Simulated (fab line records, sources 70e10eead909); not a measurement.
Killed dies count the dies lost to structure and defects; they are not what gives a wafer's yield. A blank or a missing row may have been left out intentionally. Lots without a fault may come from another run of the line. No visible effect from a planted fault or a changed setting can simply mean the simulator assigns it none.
Which tool was responsible?	flow nand_harc	36 wafers from 12 lots sampled at 3 of the route's 1159 steps

WHAT THE GAUGES SHOWED, per wafer
NHARC_A_CONTACT_INSPECT_10.
lot	measured	on	raw_defect_count
L075	day 17 14:11	defect_inspect-02	27 23 31
L076	day 17 17:18	defect_inspect-02	17 18 21
L081	day 18 17:27	defect_inspect-02	25 26 18
L079	day 19 00:39	defect_inspect-01	6 7 5
L082	day 19 07:16	defect_inspect-02	24 26 22
L085	day 19 21:46	defect_inspect-02	50 59 61
L087	day 20 08:25	defect_inspect-01	48 46 50
L090	day 21 07:49	defect_inspect-02	21 23 25
L091	day 21 18:55	defect_inspect-02	52 31 43
L092	day 22 02:45	defect_inspect-01	14 11 21
L096	day 22 11:10	defect_inspect-01	27 61 47
L095	day 22 16:26	defect_inspect-01	31 27 23

WHAT TOOL EACH LOT RAN ON (gives the tool, then ch and the chambers of the sampled wafers, and finally the start)
lot	NHARC_A_CONTACT_ETCH_106	NHARC_A_CONTACT_DEP_85
L075	rie_diel-05 ch 0,2,3, day 17 10:19	pecvd-04 ch 0,2, day 17 13:20
L076	rie_diel-04 ch 0,1,2, day 17 14:13	pecvd-01 ch 1,2, day 17 16:22
L081	rie_diel-05 ch 0,2,3, day 18 12:38	pecvd-03 ch 1,2, day 18 16:35
L079	rie_diel-02 ch 0,2,3, day 18 21:46	pecvd-01 ch 0,1, day 18 23:56
L082	rie_diel-02 ch 0,1,3, day 19 04:37	pecvd-03 ch 0,1, day 19 06:32
L085	rie_diel-04 ch 0,1,3, day 19 18:48	pecvd-04 ch 0,1,2, day 19 21:01
L087	rie_diel-04 ch 0,1, day 20 05:44	pecvd-04 ch 0,2, day 20 07:43
L090	rie_diel-04 ch 0,1,2, day 20 22:22	pecvd-03 ch 0,1,2, day 21 06:58
L091	rie_diel-02 ch 0,1, day 21 16:09	pecvd-03 ch 0,1,2, day 21 18:07
L092	rie_diel-05 ch 0,2,3, day 21 21:55	pecvd-04 ch 0,1, day 22 01:55
L096	rie_diel-04 ch 1,2,3, day 22 07:56	pecvd-03 ch 0,2, day 22 10:20
L095	rie_diel-04 ch 1,3, day 22 13:49	pecvd-01 ch 0,1, day 22 15:43
- NHARC_A_CONTACT_ETCH_106: etches the open film in CF4/O2, target depth 60 nm, overetch 6 nm, time 33 s.
- NHARC_A_CONTACT_DEP_85: deposits SiON, target thk 50 nm.

THE ANSWER, worked out from the rows above alone
Rule: usual is defined by the lots themselves. Put in order of their means at a reading, lots are off if they are a third of the lots or fewer, leave a main group of 4 or more, and stand apart from it by a gap of 3 or more times the standard deviation of the main group's means; of several such gaps the widest counts. Not used: any main group whose means are identical at the precision the tables above print for the reading. Also off: a lot with no number at a reading for which 4 or more lots have one. All remaining lots with rows at the step are treated as sound.
No lot is off at any reading shown: from this, nothing can be told.

WHAT HAD BEEN PUT IN BY THE SIMULATOR
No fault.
